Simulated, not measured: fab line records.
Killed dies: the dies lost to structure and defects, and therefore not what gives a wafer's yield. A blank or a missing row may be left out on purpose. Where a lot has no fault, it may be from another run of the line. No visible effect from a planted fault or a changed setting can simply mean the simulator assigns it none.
Chamber matching | flow nand-harc | NHARC_A_CONTACT_CMP_20 on cmp-01 has 4 sister chambers
The step polishes, t overpolish 30 s, target thk 300 nm. 16 wafers are shown with their chamber, then 8 later ones without.

## WAFERS PAIRED WITH THEIR CHAMBERS
wafer  | chamber | motor-current-A (A) | overpolish-run-s (s) | time-to-endpoint-s (s)
L074.1 | 2       | 12.8                | 30.006               | 61.2
L074.2 | 0       | 12.3                | 30.016               | 58.7
L074.6 | 2       | 12.6                | 30.006               | 59.5
L075.1 | 2       | 12.7                | 29.993               | 60.6
L075.3 | 1       | 14.1                | 30.005               | 58.9
L075.6 | 3       | 11.8                | 29.988               | 55.4
L078.4 | 2       | 12.4                | 30.014               | 57.0
L078.5 | 2       | 13.5                | 29.999               | 56.7
L078.6 | 1       | 12.9                | 30.004               | 53.2
L089.3 | 1       | 13.1                | 30.010               | 61.9
L089.5 | 0       | 12.4                | 29.998               | 61.5
L089.6 | 1       | 13.7                | 29.996               | 60.4
L088.1 | 0       | 12.1                | 29.996               | 57.4
L088.3 | 3       | 11.9                | 30.001               | 60.4
L088.4 | 1       | 13.7                | 29.996               | 60.2
L088.2 | 2       | 12.6                | 29.987               | 59.6

SIGNATURES (averages over the wafers above)
reading            | chamber 0 | chamber 1 | chamber 2 | chamber 3 | scatter within a chamber
motor-current-A    | 12.267    | 13.500    | 12.767    | 11.850    | 0.381
overpolish-run-s   | 30.00333  | 30.00220  | 30.00083  | 29.99450  | 0.00894
time-to-endpoint-s | 59.200    | 58.920    | 59.100    | 57.900    | 2.64
Rule: distance of a wafer from a chamber = root of the sum over the readings of ((wafer's reading minus chamber's mean) / reading's scatter) squared. If the next closest chamber is less than 2 further off than the closest, the wafer can't be placed; otherwise it belongs to the closest. The scatter: take each reading less its chamber's mean, square it, sum over the shown wafers, divide by the number of wafers less the number of chambers, and take the root.

## WAFERS WHOSE CHAMBER IS MISSING
wafer  | motor-current-A (A) | overpolish-run-s (s) | time-to-endpoint-s (s)
L088.5 | 12.8                | 29.989               | 62.4
L088.6 | 11.7                | 30.000               | 58.0
L090.1 | 14.0                | 29.994               | 61.6
L090.3 | 11.8                | 29.999               | 64.0
L090.5 | 13.8                | 29.992               | 60.7
L096.1 | 12.2                | 29.996               | 57.3
L096.3 | 13.9                | 30.012               | 57.9
L096.6 | 12.3                | 30.000               | 58.2

## WHICH CHAMBER EACH WENT THROUGH
wafer  | from the rows above               | in truth
L088.5 | can't be placed: 2 or 0 or 1 or 3 | 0
L088.6 | can't be placed: 3 or 0           | 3
L090.1 | can't be placed: 1 or 2           | 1
L090.3 | can't be placed: 0 or 3 or 2      | 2
L090.5 | can't be placed: 1 or 2           | 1
L096.1 | can't be placed: 3 or 0 or 2      | 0
L096.3 | can't be placed: 1 or 2           | 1
L096.6 | can't be placed: 0 or 2 or 3      | 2
Correctly placed: 0 of 8. Unplaceable from these rows: 8, with the true chamber sitting among the candidates in 8. Wrongly placed: 0.
